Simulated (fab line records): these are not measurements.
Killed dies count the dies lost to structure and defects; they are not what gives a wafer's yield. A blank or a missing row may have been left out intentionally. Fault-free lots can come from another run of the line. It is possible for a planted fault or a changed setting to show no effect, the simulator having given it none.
fab line records -- flow n5_finfet
record: lots: 10, wafers: 30, last_day: 17
route steps=1938 shown ZERO_LAYER@19 WELL_APT@45 BEOL_M4@1111
lots that met no fault: taken from a fault-free run of the same line
start_h: hours from the record's opening day to when the first of the lot's shown wafers began -- wait_h: time in hours since the lot's previous step -- " identical to the entry in the row above -- L1.1+2: a row that stands for several wafers -- - no value, or no start was given -- * or withheld: withheld -- < > ~ a bound
route shown NAME@n: a module of which the file shows steps, and the number in the route of the first -- usual: mean/standard deviation of fault-free wafers -- same: alike in all rows -- chamber/n: place in a boat -- sites: per-site readings -- _std_site: standard deviation of those values -- _edge_site: mean of outer sites minus mean of inner sites -- radius_mm: how far each site lies from the wafer's centre -- mask NAME#n: copy n -- behind: the most recent tool/chamber to have shaped the wafer -- hold: reason for holding the lot/hours on hold/outcome of the hold -- device: transistor that didn't switch, given as n, p or np -- end of line: tests run on the same wafers once the route is complete -- a step without rows: its recipe alone -- killed: not the wafer's yield, but the dies lost to structure and defects at the first sort -- map: per-die view of a wafer (x killed, . not killed, _ where there is no die)
set.NAME: the setting the step ran with; set.NAME@STEP: the setting that earlier step ran with -- model.NAME: the simulator's own value behind a step, which no gauge read
one table for each step of the route and one row for each wafer, over a sample of lots
services: the hour from which a tool's chamber was out of use, counted from the record's first day as start_h (under 0 if before that day), plus the number of hours and why
== steps ==
step: N5_ZERO_LAYER_INSPECT_20
recipe: inspect_instrument: darkfield, mode: post_clean
usual: raw_defect_count: 39/19
lot.wafer,tool,chamber,start_h,wait_h,raw_defect_count
L777.1,defect_inspect-01,-,37.37,0.0,28
L777.4,defect_inspect-01,-,37.37,0.0,58
L777.5,defect_inspect-01,-,37.37,0.0,50
L779.1,defect_inspect-01,-,49.40,0.0,13
L779.2,defect_inspect-01,-,49.40,0.0,15
L779.5,defect_inspect-01,-,49.40,0.0,24
L780.1,defect_inspect-02,-,55.38,0.0,17
L780.2,defect_inspect-02,-,55.38,0.0,46
L780.5,defect_inspect-02,-,55.38,0.0,40
L781.2,defect_inspect-02,-,61.25,0.0,28
L781.4,defect_inspect-02,-,61.25,0.0,17
L781.5,defect_inspect-02,-,61.25,0.0,30
L782.1,defect_inspect-02,-,68.21,0.0,73
L782.2,defect_inspect-02,-,68.21,0.0,71
L782.5,defect_inspect-02,-,68.21,0.0,77
L784.2,defect_inspect-02,-,79.26,0.0,55
L784.5,defect_inspect-02,-,79.26,0.0,38
L784.6,defect_inspect-02,-,79.26,0.0,55
L790.1,defect_inspect-01,-,115.64,0.0,50
L790.4,defect_inspect-01,-,115.64,0.0,18
L790.5,defect_inspect-01,-,115.64,0.0,44
L791.1,defect_inspect-01,-,121.41,0.0,17
L791.4,defect_inspect-01,-,121.41,0.0,16
L791.5,defect_inspect-01,-,121.41,0.0,31
L792.1,defect_inspect-01,-,127.27,0.0,25
L792.4,defect_inspect-01,-,127.27,0.0,58
L792.6,defect_inspect-01,-,127.27,0.0,58
L795.1,defect_inspect-02,-,145.48,0.0,64
L795.3,defect_inspect-02,-,145.48,0.0,76
L795.5,defect_inspect-02,-,145.48,0.0,47
step: N5_WELL_APT_INSPECT_27
recipe: mode: adi, inspect_instrument: macro
usual: raw_defect_count: 2.1/1.4
lot.wafer,tool,chamber,start_h,wait_h,raw_defect_count
L777.1,defect_inspect-01,-,39.12,0.0,1
L777.4,defect_inspect-01,-,39.12,0.0,1
L777.5,defect_inspect-01,-,39.12,0.0,1
L779.1,defect_inspect-01,-,51.42,0.0,0
L779.2,defect_inspect-01,-,51.42,0.0,4
L779.5,defect_inspect-01,-,51.42,0.0,1
L780.1,defect_inspect-01,-,57.66,0.0,2
L780.2,defect_inspect-01,-,57.66,0.0,1
L780.5,defect_inspect-01,-,57.66,0.0,2
L781.2,defect_inspect-02,-,63.07,0.0,0
L781.4,defect_inspect-02,-,63.07,0.0,1
L781.5,defect_inspect-02,-,63.07,0.0,3
L782.1,defect_inspect-02,-,70.00,0.0,1
L782.2,defect_inspect-02,-,70.00,0.0,1
L782.5,defect_inspect-02,-,70.00,0.0,6
L784.2,defect_inspect-02,-,80.93,0.0,4
L784.5,defect_inspect-02,-,80.93,0.0,2
L784.6,defect_inspect-02,-,80.93,0.0,2
L790.1,defect_inspect-02,-,117.20,0.0,3
L790.4,defect_inspect-02,-,117.20,0.0,2
L790.5,defect_inspect-02,-,117.20,0.0,0
L791.1,defect_inspect-02,-,123.14,0.0,2
L791.4,defect_inspect-02,-,123.14,0.0,7
L791.5,defect_inspect-02,-,123.14,0.0,1
L792.1,defect_inspect-02,-,129.09,0.0,1
L792.4,defect_inspect-02,-,129.09,0.0,5
L792.6,defect_inspect-02,-,129.09,0.0,2
L795.1,defect_inspect-02,-,147.74,0.0,1
L795.3,defect_inspect-02,-,147.74,0.0,4
L795.5,defect_inspect-02,-,147.74,0.0,1
step: N5_WELL_APT_IMPLANT_32
recipe: species: BF2, energy_kev: 50, dose_cm2: 2e+13, tilt_deg: 0, rotation_deg: 0
usual: dose_ions_cm2: 1.9998e+13/2.4e+10, faraday_current_uA: 254/5.3
lot.wafer,tool,chamber,start_h,wait_h,dose_ions_cm2,faraday_current_uA
L777.1,implanter-01,0,39.44,0.1,2.0009e+13,242
L777.4,implanter-01,0,39.44,0.1,2.0015e+13,256
L777.5,implanter-01,0,39.44,0.1,2.0045e+13,254
L779.1,implanter-01,0,52.15,0.1,1.9978e+13,256
L779.2,implanter-01,0,52.15,0.1,1.9993e+13,250
L779.5,implanter-01,0,52.15,0.1,2.0019e+13,248
L780.1,implanter-02,0,58.00,0.1,1.999e+13,254
L780.2,implanter-02,0,58.00,0.1,2.0013e+13,259
L780.5,implanter-02,0,58.00,0.1,1.9973e+13,248
L781.2,implanter-01,0,63.42,0.1,2.0018e+13,256
L781.4,implanter-01,0,63.42,0.1,1.9986e+13,247
L781.5,implanter-01,0,63.42,0.1,2.0044e+13,256
L782.1,implanter-01,0,70.31,0.1,1.9987e+13,256
L782.2,implanter-01,0,70.31,0.1,1.9993e+13,253
L782.5,implanter-01,0,70.31,0.1,2.0001e+13,256
L784.2,implanter-02,0,81.27,0.1,1.9967e+13,254
L784.5,implanter-02,0,81.27,0.1,1.9959e+13,264
L784.6,implanter-02,0,81.27,0.1,2.001e+13,254
L790.1,implanter-01,0,117.51,0.1,2.8906e+13,376
L790.4,implanter-01,0,117.51,0.1,2.8962e+13,373
L790.5,implanter-01,0,117.51,0.1,2.8936e+13,363
L791.1,implanter-01,0,123.46,0.1,2.8914e+13,373
L791.4,implanter-01,0,123.46,0.1,2.893e+13,352
L791.5,implanter-01,0,123.46,0.1,2.894e+13,358
L792.1,implanter-01,0,129.73,0.1,2.8925e+13,368
L792.4,implanter-01,0,129.73,0.1,2.8865e+13,366
L792.6,implanter-01,0,129.73,0.1,2.8875e+13,361
L795.1,implanter-02,0,148.51,0.1,2.0038e+13,251
L795.3,implanter-02,0,148.51,0.1,1.9968e+13,259
L795.5,implanter-02,0,148.51,0.1,2.0017e+13,253
step: N5_WELL_APT_RTA_34
recipe: temp_c: 1000, time_s: 10, ambient: N2, idle_temp_c: 600, ramp_up_c_per_s: 150, ramp_down_c_per_s: 60, cool_to_c: 600
usual: lamp_power_pct: 13.01/0.052, wafer_temp_C_max: 1003.6/1.1
lot.wafer,tool,chamber,start_h,wait_h,lamp_power_pct,wafer_temp_C_max
L777.1,rtp_anneal-02,0,40.19,0.3,13.04,1005.2
L777.4,rtp_anneal-02,0,40.19,0.3,13.02,1004.4
L777.5,rtp_anneal-02,0,40.19,0.3,13.02,1003.3
L779.1,rtp_anneal-02,0,52.65,0.0,13.06,1002.4
L779.2,rtp_anneal-02,0,52.65,0.0,12.94,1002.9
L779.5,rtp_anneal-02,0,52.65,0.0,13.05,1003.0
L780.1,rtp_anneal-02,0,58.53,0.1,12.94,1002.7
L780.2,rtp_anneal-02,0,58.53,0.1,12.99,1003.6
L780.5,rtp_anneal-02,0,58.53,0.1,12.96,1002.9
L781.2,rtp_anneal-02,0,64.10,0.3,13.02,1004.2
L781.4,rtp_anneal-02,0,64.10,0.3,12.91,1002.4
L781.5,rtp_anneal-02,0,64.10,0.3,12.93,1004.5
L782.1,rtp_anneal-02,0,70.92,0.2,12.97,1004.2
L782.2,rtp_anneal-02,0,70.92,0.2,13.00,1002.8
L782.5,rtp_anneal-02,0,70.92,0.2,12.98,1005.7
L784.2,rtp_anneal-02,0,81.76,0.0,12.95,1001.9
L784.5,rtp_anneal-02,0,81.76,0.0,13.00,1003.0
L784.6,rtp_anneal-02,0,81.76,0.0,13.01,1003.7
L790.1,rtp_anneal-02,0,118.74,0.8,12.96,1003.2
L790.4,rtp_anneal-02,0,118.74,0.8,12.99,1005.7
L790.5,rtp_anneal-02,0,118.74,0.8,13.00,1003.3
L791.1,rtp_anneal-01,0,123.94,0.0,12.93,1002.1
L791.4,rtp_anneal-01,0,123.94,0.0,13.00,1002.8
L791.5,rtp_anneal-01,0,123.94,0.0,12.98,1003.3
L792.1,rtp_anneal-02,0,130.75,0.6,13.01,1003.6
L792.4,rtp_anneal-02,0,130.75,0.6,13.07,1003.8
L792.6,rtp_anneal-02,0,130.75,0.6,13.03,1002.2
L795.1,rtp_anneal-02,0,148.99,0.0,12.97,1002.9
L795.3,rtp_anneal-02,0,148.99,0.0,13.00,1002.5
L795.5,rtp_anneal-02,0,148.99,0.0,12.98,1004.4
step: N5_BEOL_M4_RC_MEAS_101
usual: CJ_N: 4.35/0.061, DIBL_N: 36.3/1.2, DIBL_P: 36.3/1.4, IOFF_N: 0.157/0.02, IOFF_P: 0.22/0.033, ION_N: 675/9.6, ION_P: 465/8.2, RS_PWELL: 3012/25, SS_N: 71.4/0.45, SS_P: 73.3/0.54, VT_N: 249.8/2.5, VT_P: -249/3.2
lot.wafer,tool,chamber,start_h,wait_h,CJ_N,DIBL_N[mV/V],DIBL_P[mV/V],IOFF_N[nA/um],IOFF_P[nA/um],ION_N[uA/um],ION_P[uA/um],RS_PWELL[ohm/sq],SS_N[mV/dec],SS_P[mV/dec],VT_N[mV],VT_P[mV]
L777.1,prober-01,0,209.08,0.0,4.35,36.7,36.7,0.185,0.25,695,475,3033,72.2,73.9,247.5,-249
L777.4,prober-01,0,209.08,0.0,4.35,36.6,36.2,0.163,0.23,679,466,3037,71.9,72.6,250.2,-249
L777.5,prober-01,0,209.08,0.0,4.33,36.4,36.4,0.179,0.25,695,477,3015,71.0,72.6,246.5,-246
L782.1,prober-01,0,232.27,0.4,4.39,34.2,35.7,0.151,0.23,686,468,3053,71.2,72.6,248.1,-247
L782.2,prober-01,0,232.27,0.4,4.33,34.5,36.1,0.159,0.23,670,470,3047,71.8,72.4,245.6,-248
L782.5,prober-01,0,232.27,0.4,4.32,35.3,37.5,0.177,0.26,692,475,3034,71.6,72.8,247.1,-246
L780.1,prober-02,0,234.49,0.0,4.39,37.6,37.5,0.184,0.22,686,470,3038,71.3,73.1,244.6,-247
L780.2,prober-02,0,234.49,0.0,4.30,35.8,34.8,0.135,0.17,662,449,3020,71.1,72.5,250.2,-251
L780.5,prober-02,0,234.49,0.0,4.43,35.3,34.3,0.135,0.17,664,458,3022,71.0,72.0,251.1,-251
L779.1,prober-01,0,234.87,0.0,4.45,36.2,35.5,0.137,0.18,668,456,3040,71.4,73.1,252.1,-252
L779.2,prober-01,0,234.87,0.0,4.38,37.5,37.2,0.155,0.21,684,468,3055,71.9,73.3,253.2,-252
L779.5,prober-01,0,234.87,0.0,4.45,36.2,35.9,0.140,0.18,673,459,3033,71.1,72.8,251.5,-253
L781.2,prober-01,0,248.07,0.2,4.35,37.8,36.3,0.164,0.23,671,462,2996,72.0,73.7,251.0,-246
L781.4,prober-01,0,248.07,0.2,4.36,37.8,36.7,0.176,0.25,688,474,2978,71.1,73.4,247.2,-245
L781.5,prober-01,0,248.07,0.2,4.48,37.6,35.7,0.170,0.23,684,472,2979,71.6,73.5,248.2,-247
L784.2,prober-01,0,263.83,0.2,4.42,37.4,38.4,0.177,0.21,680,462,2993,72.0,73.6,248.5,-253
L784.5,prober-01,0,263.83,0.2,4.48,36.5,36.9,0.157,0.18,669,459,3019,71.7,73.1,249.4,-253
L784.6,prober-01,0,263.83,0.2,4.47,36.8,36.2,0.153,0.18,665,451,3008,72.0,73.3,250.3,-254
L790.1,prober-02,0,299.64,0.0,5.11,34.8,35.0,0.139,0.25,671,464,2982,72.1,73.6,252.3,-248
L790.4,prober-02,0,299.64,0.0,5.26,35.0,35.0,0.144,0.23,674,472,2960,71.6,73.6,252.6,-247
L790.5,prober-02,0,299.64,0.0,5.30,34.2,33.3,0.132,0.21,684,473,2964,71.3,73.2,251.4,-248
L791.1,prober-01,0,299.75,0.0,5.23,34.6,33.2,0.118,0.15,652,443,2871,70.5,73.8,256.8,-256
L791.4,prober-01,0,299.75,0.0,5.20,35.6,34.8,0.135,0.17,663,450,2904,71.3,73.9,255.1,-258
L791.5,prober-01,0,299.75,0.0,5.18,35.4,34.6,0.124,0.17,648,442,2929,71.1,73.9,257.6,-256
L792.1,prober-02,0,300.57,0.2,5.24,34.7,35.5,0.120,0.18,651,459,2944,70.4,72.8,254.5,-251
L792.4,prober-02,0,300.57,0.2,5.18,35.1,36.4,0.121,0.19,659,460,2947,71.2,73.2,255.2,-251
L792.6,prober-02,0,300.57,0.2,5.14,34.4,35.6,0.111,0.18,656,459,2923,70.7,73.1,255.2,-252
L795.1,prober-01,0,307.20,0.0,4.19,35.7,36.1,0.147,0.25,673,469,2975,71.2,73.3,249.2,-246
L795.3,prober-01,0,307.20,0.0,4.33,37.4,37.9,0.182,0.28,675,473,2946,71.5,74.0,246.1,-245
L795.5,prober-01,0,307.20,0.0,4.37,36.5,36.6,0.170,0.26,667,464,2971,71.8,73.9,247.4,-246
== services ==
tool,chamber,start_h,hours,kind
implanter-01,-,94.09,4.1,pm
implanter-01,-,129.96,1.8,repair
== key ==
first_sign: step: N5_WELL_APT_IMPLANT_32, reading: dose_ions_cm2, direction: up, sigmas: 99+, usual: 1.9998e+13, struck: 2.8917e+13
effect: step: N5_WELL_APT_IMPLANT_32, reading: faraday_current_uA, direction: up, sigmas: 21, usual: 254, struck: 365
effect: step: N5_BEOL_M4_RC_MEAS_101, reading: CJ_N, direction: up, sigmas: 14, usual: 4.35, struck: 5.20
effect: step: N5_BEOL_M4_RC_MEAS_101, reading: RS_PWELL, direction: down, sigmas: 3, usual: 3012, struck: 2936
met_at N5_WELL_APT_IMPLANT_32
struck_lots L790,L791,L792
not_acting_at N5_ZERO_LAYER_INSPECT_20,N5_WELL_APT_INSPECT_27,N5_WELL_APT_RTA_34
onset_between 70.31 117.51
fault: kind: process_parameter_drift, tool: implanter-01, chamber: -, onset_h: 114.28, steps: N5_WELL_APT_IMPLANT_32, channel: dose_cm2, offset: 8.9178e+12, shape: step, end_h: 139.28, acts_in: these_recipes_only, stated: 2e+13
